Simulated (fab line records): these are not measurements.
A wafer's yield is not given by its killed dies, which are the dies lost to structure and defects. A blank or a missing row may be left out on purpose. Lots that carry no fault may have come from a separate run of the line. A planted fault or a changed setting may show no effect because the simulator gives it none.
fab line records	flow n5Finfet
record: lots: 14	wafers: 42	lastDay: 19
route steps=1938 shown BEOL_M14@1727
lots that met no fault: taken from a fault-free run of the same line
startH: the number of hours between the record's first day and the start of the first shown wafer of the lot	waitH: hours elapsed since this lot's preceding step	" same as the row above	L1.1+2: a row that stands for several wafers	- value missing, or start not given	* or withheld: withheld	< > ~ a bound
route shown NAME@n: names a module that has steps shown in the file, with the first one's number in the route	usual: mean and standard deviation over wafers with no fault	same: alike in all rows	chamber/n: place in a boat	sites: the reading at each site	_std_site: the standard deviation of these	_edge_site: the outer-site mean with the inner-site mean subtracted	radiusMm: for every site, how far away it sits from the centre of the wafer	mask NAME#n: copy n	behind: the tool/chamber that last shaped the wafer	hold: why the lot went on hold/how many hours it stayed there/how the hold came to an end	device: which transistor (n, p or np) failed to switch	end of line: tests of these same wafers at the route's end	where a step has no rows: the recipe by itself	killed: count of dies lost to structure and defects at first sort (not the wafer's yield)	map: per-die view of a wafer (x killed, . not killed, _ where there is no die)
set.NAME: the run value of the setting; set.NAME@STEP: its run value at that earlier step	model.NAME: the simulator's own value behind a step, which no gauge read
a sample of lots followed through the steps of the route, with each step as a table and each wafer as a row
services: when a tool's chamber went out of use (startH, in hours from the record's first day, below 0 if earlier), for how many hours, and the reason
== steps ==
step: N5_BEOL_M14_OVL_MEAS_11
recipe: pointsPerWafer: 44
usual: V13_OVL: 3/5.7
same: pointsPerWafer: 44
lot.wafer	tool	chamber	startH	waitH	V13_OVL[nm]
L861.1	overlay-02	0	268.57	0.0	9
L861.3	"	0	"	"	0
L861.5	"	0	"	"	12
L863.1	overlay-02	0	275.85	0.0	8
L863.2	"	0	"	"	1
L863.4	"	0	"	"	-5
L866.1	overlay-02	0	276.85	0.0	2
L866.3	"	0	"	"	3
L866.5	"	0	"	"	-4
L865.1	overlay-02	0	292.36	0.0	-2
L865.4	"	0	"	"	1
L865.6	"	0	"	"	-3
L867.1	overlay-01	0	300.99	0.0	0
L867.3	"	0	"	"	7
L867.5	"	0	"	"	7
L868.2	overlay-02	0	301.73	0.0	-5
L868.5	"	0	"	"	3
L868.6	"	0	"	"	2
L869.2	overlay-02	0	328.34	0.0	-1
L869.3	"	0	"	"	0
L869.5	"	0	"	"	7
L876.2	overlay-02	0	371.68	0.0	9
L876.3	"	0	"	"	6
L876.5	"	0	"	"	-2
L875.1	overlay-01	0	381.20	0.0	11
L875.2	"	0	"	"	0
L875.4	"	0	"	"	1
L874.1	overlay-01	0	387.55	0.0	9
L874.4	"	0	"	"	7
L874.6	"	0	"	"	6
L880.3	overlay-01	0	405.00	0.0	0
L880.4	"	0	"	"	1
L880.5	"	0	"	"	-4
L881.1	overlay-01	0	416.05	0.0	1
L881.2	"	0	"	"	4
L881.3	"	0	"	"	7
L884.1	overlay-02	0	424.09	0.0	16
L884.2	"	0	"	"	0
L884.5	"	0	"	"	8
L882.4	overlay-01	0	426.37	0.0	1
L882.5	"	0	"	"	0
L882.6	"	0	"	"	3
step: N5_BEOL_M14_ETCH_59
recipe: chemistry: N2/H2	target: BARC	targetDepthA: 890	overetchA: 267	timeS: 67.9	ionEnergyEv: 200	pressureMtorr: 30	sourceW: 840	biasW: 150	n2FlowSccm: 200	h2FlowSccm: 200
usual: biasW: 149.9/0.46	chamberPressureMTorr: 29.998/0.024	drypumpMotorCurrentA: 5.9/0.48	oesProductAu: 0.67/0.054	rfVppV: 523.8/2.1	showerheadPlenumPTorr: 2.54/0.072	throttleValvePct: 17.97/0.23
lot.wafer	tool	chamber	startH	waitH	biasW	chamberPressureMTorr	drypumpMotorCurrentA	oesProductAu	rfHoursCounterH	rfVppV	showerheadPlenumPTorr	throttleValvePct
L861.1	rieDiel-05	3	268.67	0.0	150.5	29.976	6.0	0.67	121	521.7	2.44	18.05
L861.3	"	1	"	"	149.9	30.016	6.6	0.64	167	524.2	2.54	17.87
L861.5	"	1	"	"	150.1	29.967	6.6	0.64	-	523.4	2.54	17.89
L863.1	rieDiel-05	2	275.95	0.0	149.8	30.005	6.1	0.61	227	527.1	2.62	18.19
L863.2	"	0	"	"	149.7	30.012	5.7	0.68	106	526.3	2.68	18.08
L863.4	"	3	"	"	149.4	29.963	6.0	0.67	123	521.3	2.44	18.02
L866.1	rieDiel-05	0	277.08	0.0	150.6	29.995	5.7	0.68	106	527.4	2.68	18.07
L866.3	"	3	"	"	149.9	30.010	5.9	0.67	124	522.9	2.44	18.04
L866.5	"	2	"	"	149.5	30.009	6.1	0.61	-	524.6	2.62	18.21
L865.1	rieDiel-05	1	292.46	0.0	150.5	29.991	6.6	0.64	175	523.8	2.54	17.89
L865.4	"	2	"	"	150.2	29.949	6.0	0.61	233	525.6	2.61	18.21
L865.6	"	3	"	"	150.1	30.043	6.0	0.67	-	520.1	2.44	18.04
L867.1	rieDiel-04	0	301.08	0.0	150.4	30.030	6.2	0.74	34	525.2	2.59	17.65
L867.3	"	2	"	"	150.4	30.038	5.6	0.58	223	522.1	2.51	18.27
L867.5	"	2	"	"	150.6	30.011	5.5	0.58	-	522.8	2.51	18.28
L868.2	rieDiel-01	3	301.82	0.0	150.5	29.986	5.2	0.62	173	522.2	2.54	18.27
L868.5	"	1	"	"	150.6	29.977	5.7	0.62	-	523.5	2.52	18.20
L868.6	"	0	"	"	149.7	29.996	6.5	0.69	-	520.6	2.47	17.88
L869.2	rieDiel-05	2	328.43	0.0	150.8	30.029	6.1	0.60	242	525.4	2.61	18.24
L869.3	"	1	"	"	149.4	29.947	6.6	0.63	186	523.7	2.53	17.92
L869.5	"	0	"	"	150.1	30.000	5.7	0.67	-	526.6	2.67	18.12
L876.2	rieDiel-05	3	371.80	0.0	149.0	29.991	6.0	0.65	158	521.4	2.43	18.10
L876.3	"	0	"	"	150.0	30.014	5.7	0.65	136	528.1	2.66	18.14
L876.5	"	1	"	"	149.9	30.046	6.7	0.62	-	523.7	2.53	17.94
L875.1	rieDiel-01	3	381.29	0.0	149.4	29.980	5.2	0.61	201	523.6	2.53	18.31
L875.2	"	0	"	"	149.7	30.033	6.5	0.67	125	520.8	2.45	17.92
L875.4	"	2	"	"	149.7	29.991	5.0	0.74	54	525.8	2.57	17.46
L874.1	rieDiel-01	0	387.68	0.0	150.2	29.976	6.5	0.67	128	520.8	2.45	17.93
L874.4	"	1	"	"	149.8	29.990	5.7	0.61	243	523.6	2.50	18.23
L874.6	"	3	"	"	149.5	29.990	5.2	0.61	-	522.2	2.53	18.32
L880.3	rieDiel-05	2	405.09	0.0	150.7	29.994	6.1	0.81	11	525.1	2.60	17.88
L880.4	"	1	"	"	149.9	29.976	6.6	0.61	214	522.7	2.52	17.94
L880.5	"	2	"	"	149.5	29.947	6.1	0.80	-	526.4	2.60	17.89
L881.1	rieDiel-04	0	416.94	0.0	149.9	29.981	6.2	0.69	71	524.1	2.58	17.73
L881.2	"	3	"	"	149.9	30.024	5.5	0.69	100	524.9	2.57	17.95
L881.3	"	1	"	"	149.6	29.974	6.2	0.71	67	521.1	2.47	17.73
L884.1	rieDiel-05	1	424.47	0.0	150.9	30.011	6.7	0.61	219	523.7	2.52	17.96
L884.2	"	0	"	"	150.2	30.005	5.7	0.63	152	526.2	2.65	18.16
L884.5	"	0	"	"	150.0	29.995	5.7	0.64	-	527.0	2.66	18.16
L882.4	rieDiel-05	1	426.46	0.0	149.9	29.963	6.6	0.62	220	523.2	2.52	17.97
L882.5	"	1	"	"	150.8	30.003	6.6	0.62	-	522.0	2.52	17.97
L882.6	"	2	"	"	150.0	29.995	6.1	0.79	-	524.0	2.60	17.89
step: N5_BEOL_M14_PEB_26
recipe: pebTempC: 130	pebTimeS: 90
usual: chillPlateTempC: 22.99/0.1	exhaustPa: 45.2/1
lot.wafer	tool	chamber	startH	waitH	chillPlateTempC	exhaustPa
L861.1	lithoTrack-01	0	269.40	0.1	23.01	46.2
L861.3	"	0	"	"	23.05	45.9
L861.5	"	0	"	"	22.88	45.3
L863.1	lithoTrack-01	0	276.68	0.1	23.17	45.2
L863.2	"	0	"	"	23.00	45.9
L863.4	"	0	"	"	23.15	45.7
L866.1	lithoTrack-01	0	277.81	0.1	23.14	45.8
L866.3	"	0	"	"	23.08	46.6
L866.5	"	0	"	"	23.11	44.4
L865.1	lithoTrack-01	0	293.07	0.1	23.04	46.8
L865.4	"	0	"	"	22.94	45.2
L865.6	"	0	"	"	22.89	46.2
L867.1	lithoTrack-03	-	301.70	0.1	-	-
L867.3	"	-	"	"	-	-
L867.5	"	-	"	"	-	-
L868.2	lithoTrack-03	-	302.43	0.0	-	-
L868.5	"	-	"	"	-	-
L868.6	"	-	"	"	-	-
L869.2	lithoTrack-01	0	329.04	0.0	23.03	43.7
L869.3	"	0	"	"	22.93	46.3
L869.5	"	0	"	"	22.97	46.3
L876.2	lithoTrack-03	0	372.53	0.0	23.05	46.0
L876.3	"	0	"	"	22.87	47.2
L876.5	"	0	"	"	22.76	46.3
L875.1	lithoTrack-01	0	382.03	0.1	23.00	43.4
L875.2	"	0	"	"	23.01	44.6
L875.4	"	0	"	"	22.97	43.3
L874.1	lithoTrack-01	0	388.41	0.1	23.17	45.7
L874.4	"	0	"	"	23.17	45.7
L874.6	"	0	"	"	23.05	44.7
L880.3	lithoTrack-02	0	405.70	0.0	23.06	43.4
L880.4	"	0	"	"	23.01	44.6
L880.5	"	0	"	"	23.08	44.4
L881.1	lithoTrack-03	0	417.56	0.1	22.90	46.7
L881.2	"	0	"	"	23.07	47.4
L881.3	"	0	"	"	22.91	46.7
L884.1	lithoTrack-03	0	425.09	0.1	22.83	47.2
L884.2	"	0	"	"	22.91	45.4
L884.5	"	0	"	"	22.80	45.6
L882.4	lithoTrack-03	0	427.08	0.0	22.85	45.0
L882.5	"	0	"	"	22.91	44.5
L882.6	"	0	"	"	22.84	45.2
step: N5_BEOL_M14_CD_MEAS_28
recipe: targetCdNm: 284.4	landingEnergyEv: 500	detector: seInlens
usual: cdNm: 284.9/1.2
lot.wafer	tool	chamber	startH	waitH	cdNm
L861.1	cdSem-03	0	269.52	-	286.1
L861.3	"	0	"	"	285.4
L861.5	"	0	"	"	285.1
L863.1	cdSem-02	0	276.80	-	285.5
L863.2	"	0	"	"	286.4
L863.4	"	0	"	"	287.0
L866.1	cdSem-01	0	277.93	-	286.3
L866.3	"	0	"	"	286.0
L866.5	"	0	"	"	285.9
L865.1	cdSem-03	0	293.18	-	282.4
L865.4	"	0	"	"	283.9
L865.6	"	0	"	"	284.7
L867.1	cdSem-02	0	301.81	-	-
L867.3	"	0	"	"	-
L867.5	"	0	"	"	-
L868.2	cdSem-02	0	302.55	-	-
L868.5	"	0	"	"	-
L868.6	"	0	"	"	-
L869.2	cdSem-03	0	329.16	-	285.6
L869.3	"	0	"	"	286.4
L869.5	"	0	"	"	284.8
L876.2	cdSem-02	0	372.65	-	283.2
L876.3	"	0	"	"	285.1
L876.5	"	0	"	"	284.9
L875.1	cdSem-02	0	382.15	-	285.6
L875.2	"	0	"	"	284.2
L875.4	"	0	"	"	282.0
L874.1	cdSem-01	0	388.53	-	285.7
L874.4	"	0	"	"	285.5
L874.6	"	0	"	"	285.7
L880.3	cdSem-03	0	405.82	-	283.4
L880.4	"	0	"	"	283.6
L880.5	"	0	"	"	284.2
L881.1	cdSem-01	0	417.67	-	284.6
L881.2	"	0	"	"	284.0
L881.3	"	0	"	"	282.7
L884.1	cdSem-03	0	425.20	-	286.3
L884.2	"	0	"	"	285.6
L884.5	"	0	"	"	285.2
L882.4	cdSem-03	0	427.20	-	283.5
L882.5	"	0	"	"	283.2
L882.6	"	0	"	"	283.2
== services ==
tool	chamber	startH	hours	kind
lithoTrack-02	-	267.81	-	consumableReplace:filter
rieDiel-04	2	287.32	7.5	repair
rieDiel-04	2	308.08	5.8	repair
rieDiel-05	2	313.06	5.9	repair
rieDiel-04	2	326.28	1.8	repair
rieDiel-05	2	352.26	-	clean
rieDiel-05	2	352.26	-	consumableReplace:focusRing
rieDiel-05	2	352.26	21.1	scheduledDown
rieDiel-05	2	352.26	21.1	ventCycle
lithoTrack-01	-	371.14	-	consumableReplace:filter
lithoTrack-03	-	386.17	-	consumableReplace:filter
rieDiel-04	2	401.84	-	clean
rieDiel-04	2	401.84	-	consumableReplace:focusRing
rieDiel-04	2	401.84	26.5	scheduledDown
rieDiel-04	2	401.84	26.5	ventCycle
rieDiel-01	1	406.85	-	clean
rieDiel-01	1	406.85	-	consumableReplace:focusRing
rieDiel-05	-	414.47	4.0	pm
rieDiel-05	-	418.47	2.8	pm
== key ==
firstSign: step: N5_BEOL_M14_PEB_26	reading: toolRecord	direction: missing
effect none on later readings
metAt N5_BEOL_M14_PEB_26
struckLots L867,L868
laterRowsLeftOut L867.1,L867.3,L867.5,L868.2,L868.5,L868.6
sortLeftOut L867.1,L867.3,L867.5,L868.2,L868.5,L868.6
notActingAt N5_BEOL_M14_OVL_MEAS_11,N5_BEOL_M14_ETCH_59,N5_BEOL_M14_CD_MEAS_28
fault: kind: skippedStepWhole	tool: lithoTrack-03	chamber: -	onsetH: 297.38	steps: N5_BEOL_M14_PEB_26	scope: struckLotsOnly
sortLeftOut: the simulated sort isn't trusted on such a fault, so these wafers' sort isn't shown, and their yield isn't known
laterRowsLeftOut: the simulator's readings of these wafers behind a module that went badly wrong aren't trusted and aren't shown, but for the sort
